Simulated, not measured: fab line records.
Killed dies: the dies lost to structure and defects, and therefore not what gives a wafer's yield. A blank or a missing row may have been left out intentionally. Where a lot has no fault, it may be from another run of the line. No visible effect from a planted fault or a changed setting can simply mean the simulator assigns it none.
fab line records	flow nandHarc
record: lots: 13	wafers: 39	lastDay: 32
route steps=1302 shown P_ZERO_WELL@14 P_GATE@142 END@1302
lots with no fault: from the same line, run without faults
startH: the number of hours between the record's first day and the start of the first shown wafer of the lot	waitH: hours elapsed since this lot's preceding step	" repeats the value in the row above	L1.1+2: one row covering several wafers at once	- value missing, or start not given	* or withheld: withheld	< > ~ a bound
route shown NAME@n: NAME is a module with steps in the file, n the number in the route of the first one	usual: the fault-free wafers' mean and standard deviation	same: alike in all rows	chamber/n: place in a boat	sites: readings site by site	_std_site: their standard deviation	_edge_site: outer sites' mean less inner sites'	radiusMm: for every site, how far away it sits from the centre of the wafer	mask NAME#n: copy n	behind: tool/chamber where the wafer was last shaped	hold: cause of the lot's hold/its duration in hours/its outcome	device: transistor that didn't switch, given as n, p or np	end of line: tests of these same wafers at the route's end	a step without rows: its recipe alone	killed: the dies lost at the first sort to structure and to defects; this is not the yield of the wafer	map: per-die view of a wafer (x killed, . not killed, _ where there is no die)
set.NAME: setting as actually run; set.NAME@STEP: the setting as run at that earlier step	model.NAME: the simulator's own value behind a step, which no gauge read
the route's steps for a sample of lots (tables are steps, rows are wafers)
services: when a tool's chamber went out of use (startH, in hours from the record's first day, below 0 if earlier), for how many hours, and the reason
== steps ==
step: NHARC_P_ZERO_WELL_CD_MEAS_11
recipe: targetCdNm: 500	landingEnergyEv: 500
usual: cdNm: 501.5/2.4
lot.wafer	tool	chamber	startH	waitH	cdNm
L973.2	cdSem-01	0	21.25	-	504.1
L973.3	"	0	"	"	505.6
L973.4	"	0	"	"	503.2
L975.2	cdSem-02	0	41.25	-	503.4
L975.3	"	0	"	"	503.8
L975.6	"	0	"	"	500.9
L978.1	cdSem-02	0	71.13	-	501.6
L978.3	"	0	"	"	499.1
L978.6	"	0	"	"	497.5
L979.2	cdSem-02	0	81.25	-	502.7
L979.3	"	0	"	"	502.8
L979.5	"	0	"	"	503.0
L984.3	cdSem-03	0	131.11	-	498.0
L984.5	"	0	"	"	505.4
L984.6	"	0	"	"	501.6
L985.1	cdSem-03	0	141.11	-	499.5
L985.4	"	0	"	"	505.8
L985.6	"	0	"	"	503.6
L989.3	cdSem-02	0	181.26	-	503.1
L989.4	"	0	"	"	505.3
L989.5	"	0	"	"	497.8
L991.1	cdSem-01	0	201.23	-	500.0
L991.3	"	0	"	"	501.4
L991.5	"	0	"	"	503.7
L992.2	cdSem-02	0	211.12	-	503.5
L992.3	"	0	"	"	504.0
L992.6	"	0	"	"	498.0
L993.1	cdSem-03	0	221.12	-	499.5
L993.3	"	0	"	"	499.1
L993.4	"	0	"	"	495.3
L994.2	cdSem-01	0	231.13	-	502.7
L994.3	"	0	"	"	502.4
L994.5	"	0	"	"	502.6
L995.3	cdSem-01	0	241.18	-	503.4
L995.5	"	0	"	"	503.2
L995.6	"	0	"	"	498.6
L996.1	cdSem-03	0	251.23	-	503.3
L996.3	"	0	"	"	502.1
L996.4	"	0	"	"	500.6
step: NHARC_P_ZERO_WELL_ETCH_65
recipe: targetDepthA: 800	overetchA: 240	timeS: 87.88	ionEnergyEv: 200	n2FlowSccm: 150	h2FlowSccm: 150	arFlowSccm: 0	rfW: 400	biasW: 150	chemistry: N2/H2
usual: drypumpMotorCurrentA: 5.6/0.52	n2FlowSccm: 150.0/0.42	oesProductAu: 0.998/0.013	rfVppV: 429.7/2.8	showerheadPlenumPTorr: 2.02/0.096	throttleValvePct: 14.172/0.0089
lot.wafer	tool	chamber	startH	waitH	drypumpMotorCurrentA	n2FlowSccm	oesProductAu	rfHoursCounterH	rfVppV	showerheadPlenumPTorr	throttleValvePct
L973.3	rieDiel-11	3	21.50	0.1	5.5	150.3	1.010	41	429.7	2.04	14.159
L973.4	"	0	"	"	4.7	149.5	1.018	40	431.2	2.04	14.180
L973.2	"	1	"	"	4.9	149.8	0.980	37	427.0	1.93	14.179
L975.2	rieDiel-06	0	41.49	0.1	5.7	150.1	0.990	19	427.0	1.94	14.180
L975.3	"	3	"	"	5.8	149.6	0.986	21	427.6	1.93	14.173
L975.6	"	0	"	"	5.7	149.6	0.994	-	429.9	1.94	14.156
L978.1	rieDiel-06	2	71.38	0.1	5.6	149.7	1.019	30	431.4	2.04	14.185
L978.3	"	0	"	"	5.7	150.2	0.997	29	427.0	1.94	14.169
L978.6	"	2	"	"	5.6	150.7	1.025	-	429.7	2.04	14.179
L979.2	rieDiel-01	3	81.49	0.1	5.7	149.4	0.991	15	432.1	2.05	14.174
L979.3	"	1	"	"	5.2	150.6	0.973	11	426.2	1.90	14.169
L979.5	"	0	"	"	5.8	149.9	0.994	-	435.3	2.16	14.169
L984.3	rieDiel-01	0	131.51	0.1	5.8	149.7	0.998	31	434.5	2.15	14.164
L984.5	"	3	"	"	5.7	150.1	0.996	-	430.4	2.05	14.166
L984.6	"	0	"	"	5.8	149.8	0.993	-	433.2	2.15	14.163
L985.4	rieDiel-01	3	141.57	0.3	5.7	149.6	0.990	41	430.9	2.05	14.158
L985.1	"	0	"	"	5.8	149.7	0.991	38	433.0	2.15	14.188
L985.6	"	1	"	"	5.3	149.6	0.976	-	427.0	1.89	14.162
L989.3	rieDiel-01	1	181.51	0.1	5.2	149.7	0.981	46	425.5	1.89	14.170
L989.4	"	2	"	"	6.7	149.4	0.993	50	433.8	2.20	14.145
L989.5	"	0	"	"	5.8	149.9	0.996	-	433.9	2.14	14.184
L991.1	rieDiel-06	0	201.50	0.1	5.8	149.7	0.988	20	427.2	1.93	14.178
L991.3	"	1	"	"	6.0	150.3	0.998	23	425.9	1.91	14.167
L991.5	"	0	"	"	5.7	149.8	0.992	-	426.5	1.93	14.164
L992.3	rieDiel-11	3	216.85	3.1	5.5	148.8	0.985	45	429.2	2.02	14.173
L992.2	"	1	"	"	4.9	149.3	0.998	47	426.5	1.90	14.176
L992.6	"	2	"	"	6.0	150.1	0.998	-	431.1	2.05	14.172
L993.3	rieDiel-01	0	221.36	0.1	5.9	150.0	0.999	2	434.4	2.14	14.168
L993.1	"	2	"	"	6.7	150.4	0.977	3	433.7	2.20	14.166
L993.4	"	3	"	"	5.7	149.6	1.006	3	431.1	2.04	14.175
L994.2	rieDiel-11	2	231.37	0.1	6.0	149.6	1.000	50	429.2	2.05	14.178
L994.3	"	3	"	"	5.5	150.4	0.996	49	429.4	2.02	14.184
L994.5	"	1	"	"	4.9	149.4	0.996	-	426.8	1.90	14.158
L995.3	rieDiel-01	1	241.44	0.1	5.2	149.9	1.002	7	427.0	1.88	14.186
L995.5	"	2	"	"	6.7	150.2	0.984	-	435.4	2.20	14.180
L995.6	"	3	"	"	5.7	149.3	0.996	-	431.5	2.04	14.182
L996.4	rieDiel-01	2	251.48	0.1	6.8	149.6	0.977	11	434.1	2.19	14.178
L996.1	"	0	"	"	5.9	149.6	0.997	9	433.6	2.14	14.172
L996.3	"	1	"	"	5.2	149.8	0.993	10	424.7	1.88	14.180
step: NHARC_P_ZERO_WELL_PEB_35
recipe: pebTempC: 118	pebTimeS: 85
usual: heaterPowerTotalW: 163.98/0.27	plateTempC: 118.01/0.15
lot.wafer	tool	chamber	startH	waitH	heaterPowerTotalW	plateTempC
L973.2	lithoTrack-02	0	24.56	0.1	164.31	118.13
L973.3	"	0	"	"	164.07	118.03
L973.4	"	0	"	"	164.13	117.93
L975.2	lithoTrack-02	0	44.06	0.1	163.74	117.84
L975.3	"	0	"	"	163.67	117.88
L975.6	"	0	"	"	164.31	117.99
L978.1	lithoTrack-07	0	74.16	0.1	163.94	118.22
L978.3	"	0	"	"	163.70	118.11
L978.6	"	0	"	"	163.62	118.25
L979.2	lithoTrack-03	0	84.11	0.1	163.72	118.01
L979.3	"	0	"	"	163.72	118.19
L979.5	"	0	"	"	164.12	118.12
L984.3	lithoTrack-02	0	134.16	0.0	161.19	116.62
L984.5	"	0	"	"	161.05	116.45
L984.6	"	0	"	"	161.70	116.48
L985.1	lithoTrack-02	0	144.22	0.1	161.45	116.87
L985.4	"	0	"	"	161.61	116.64
L985.6	"	0	"	"	161.03	116.68
L989.3	lithoTrack-07	0	183.92	0.1	164.29	118.17
L989.4	"	0	"	"	163.69	118.08
L989.5	"	0	"	"	163.98	118.04
L991.1	lithoTrack-07	0	204.15	0.1	164.03	117.78
L991.3	"	0	"	"	163.80	118.08
L991.5	"	0	"	"	163.78	118.12
L992.2	lithoTrack-07	0	219.49	0.1	163.72	118.18
L992.3	"	0	"	"	163.65	118.29
L992.6	"	0	"	"	164.25	118.11
L993.1	lithoTrack-02	0	224.00	0.1	163.64	117.99
L993.3	"	0	"	"	163.70	117.93
L993.4	"	0	"	"	163.75	118.10
L994.2	lithoTrack-03	0	234.00	0.1	164.30	117.93
L994.3	"	0	"	"	164.02	117.92
L994.5	"	0	"	"	164.02	118.01
L995.3	lithoTrack-07	0	244.12	0.1	164.14	117.93
L995.5	"	0	"	"	164.15	118.04
L995.6	"	0	"	"	163.67	117.88
L996.1	lithoTrack-02	0	254.12	0.1	163.65	118.09
L996.3	"	0	"	"	163.77	117.97
L996.4	"	0	"	"	163.75	117.96
step: NHARC_P_GATE_OVL_MEAS_27
usual: overlayXNm: 0.1/0.98	overlayYNm: 0.1/0.84
lot.wafer	tool	chamber	startH	waitH	overlayXNm	overlayYNm
L973.2	overlay-02	-	103.57	-	0.8	0.7
L973.3	"	-	"	"	0.2	1.2
L973.4	"	-	"	"	0.1	0.8
L975.2	overlay-02	-	114.63	-	0.4	0.6
L975.3	"	-	"	"	-0.3	0.7
L975.6	"	-	"	"	0.1	0.4
L978.1	overlay-02	-	142.42	-	-1.0	-0.5
L978.3	"	-	"	"	-1.3	-0.6
L978.6	"	-	"	"	-1.4	-0.3
L979.2	overlay-01	-	159.36	-	-1.1	0.5
L979.3	"	-	"	"	-0.9	0.3
L979.5	"	-	"	"	-0.9	0.1
L984.3	overlay-01	-	210.13	-	-1.1	0.1
L984.5	"	-	"	"	-1.1	-0.1
L984.6	"	-	"	"	-1.2	0.7
L985.1	overlay-01	-	215.11	-	1.2	1.3
L985.4	"	-	"	"	1.3	1.4
L985.6	"	-	"	"	1.5	1.4
L989.3	overlay-02	-	260.22	-	-0.4	-1.4
L989.4	"	-	"	"	-0.4	-1.8
L989.5	"	-	"	"	0.6	-1.5
L991.1	overlay-01	-	284.61	-	-0.7	-1.2
L991.3	"	-	"	"	-0.3	-0.7
L991.5	"	-	"	"	-0.4	-1.1
L992.2	overlay-01	-	291.83	-	-0.3	-0.3
L992.3	"	-	"	"	-0.3	0.4
L992.6	"	-	"	"	-0.3	0.2
L993.1	overlay-02	-	296.25	-	0.0	0.7
L993.3	"	-	"	"	0.7	0.4
L993.4	"	-	"	"	0.1	-0.2
L995.3	overlay-02	-	308.73	-	-0.3	0.5
L995.5	"	-	"	"	-0.3	0.1
L995.6	"	-	"	"	0.0	0.1
L994.2	overlay-01	-	308.88	-	0.6	-0.7
L994.3	"	-	"	"	0.3	-0.5
L994.5	"	-	"	"	0.7	-0.4
L996.1	overlay-01	-	325.98	-	0.2	0.8
L996.3	"	-	"	"	0.2	0.8
L996.4	"	-	"	"	0.6	0.8
step: NHARC_END_SORT_01
recipe: tempC: 25
usual: killedAtArray: 54/12	killedAtOther: 0.7/1.1	killedAtPeriphery: 3.9/2.8	killedDies: 59/13	killedOpen: 3.4/2	killedShort: 2.5/1.7
same: grossDies: 677
lot.wafer	tool	chamber	startH	waitH	killedAtArray	killedAtOther	killedAtPeriphery	killedDies	killedOpen	killedShort
L984.3	prober-01	0	667.54	3.1	42	0	5	47	4	1
L984.5	prober-01	0	669.15	3.7	56	0	6	62	5	3
L984.6	prober-01	0	669.95	4.0	55	0	3	58	8	5
killed by level:class
L984.3 A_SLIT:chamberFilmFlake=27 A_CONTACT:chamberFilmFlake=6 P_CONTACT:chamberFilmFlake=3 A_CHANNEL_FILL_D1:geometricParticle:open=2 A_CHANNEL_HOLE_D1:chamberFilmFlake=2 P_M1:geometricParticle:open=1 A_ONON_D1:geometricParticle:short=1 A_WL_FILL:geometricParticle:open=1
L984.5 A_SLIT:chamberFilmFlake=28 A_CONTACT:chamberFilmFlake=7 P_CONTACT:chamberFilmFlake=6 A_CHANNEL_HOLE_D1:chamberFilmFlake=6 A_CHANNEL_HOLE_D2:chamberFilmFlake=5 A_DECK1_JOINT:geometricParticle:open=2 A_DECK1_JOINT:geometricParticle:short=2 A_ONON_D1:geometricParticle:open=1
L984.6 A_SLIT:chamberFilmFlake=24 A_CONTACT:chamberFilmFlake=7 A_CHANNEL_HOLE_D2:chamberFilmFlake=6 A_CHANNEL_HOLE_D1:chamberFilmFlake=4 A_CHANNEL_FILL_D1:geometricParticle:open=3 A_STAIRCASE:chamberFilmFlake=3 A_CHANNEL_FILL_D1:geometricParticle:short=2 P_CONTACT:geometricParticle:open=1
== services ==
tool	chamber	startH	hours	kind
rieDiel-06	0	-1.37	11.0	repair
rieDiel-01	0	5.90	-	clean
rieDiel-01	1	5.90	-	clean
rieDiel-01	2	5.90	-	clean
rieDiel-01	3	5.90	-	clean
rieDiel-06	1	23.83	4.5	repair
rieDiel-01	-	27.91	9.0	pm
lithoTrack-02	-	52.00	7.0	pm
rieDiel-06	2	65.05	3.3	repair
lithoTrack-07	-	76.00	7.0	pm
rieDiel-11	0	76.95	5.9	repair
rieDiel-11	-	78.50	9.0	pm
lithoTrack-03	-	100.00	7.0	pm
rieDiel-06	2	114.95	8.7	repair
rieDiel-06	-	130.20	9.0	pm
rieDiel-11	0	163.92	32.8	repair
rieDiel-11	2	170.86	4.2	repair
rieDiel-06	2	188.32	14.7	repair
rieDiel-06	-	198.52	1.4	repair
rieDiel-01	-	204.96	9.0	pm
rieDiel-06	0	205.93	4.1	repair
rieDiel-11	2	220.60	10.0	repair
lithoTrack-02	-	227.00	7.0	pm
lithoTrack-07	-	251.00	7.0	pm
== key ==
firstSign: step: NHARC_P_ZERO_WELL_PEB_35	reading: heaterPowerTotalW	direction: down	sigmas: 9.6	usual: *	struck: *
effect: step: NHARC_P_ZERO_WELL_PEB_35	reading: plateTempC	direction: down	sigmas: 9.1	usual: *	struck: *
metAt NHARC_P_ZERO_WELL_PEB_35
struckLots L984,L985
testerLeftOut L984,L985
notActingAt NHARC_P_ZERO_WELL_CD_MEAS_11,NHARC_P_ZERO_WELL_ETCH_65,NHARC_P_GATE_OVL_MEAS_27
onsetBetween 44.06 134.16
fault: kind: processParameterDrift	tool: lithoTrack-02	chamber: -	onsetH: 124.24	steps: NHARC_P_ZERO_WELL_PEB_35	channel: pebTempC	offset: *	shape: step	endH: 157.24	actsIn: *	stated: *
testerLeftOut: of these lots the tester's yield and bins aren't shown, on N5 and GAA mostly nor the transistor test; their killed dies are dies lost to structure and defects alone, not to doping, threshold or leakage, so they don't give the yield
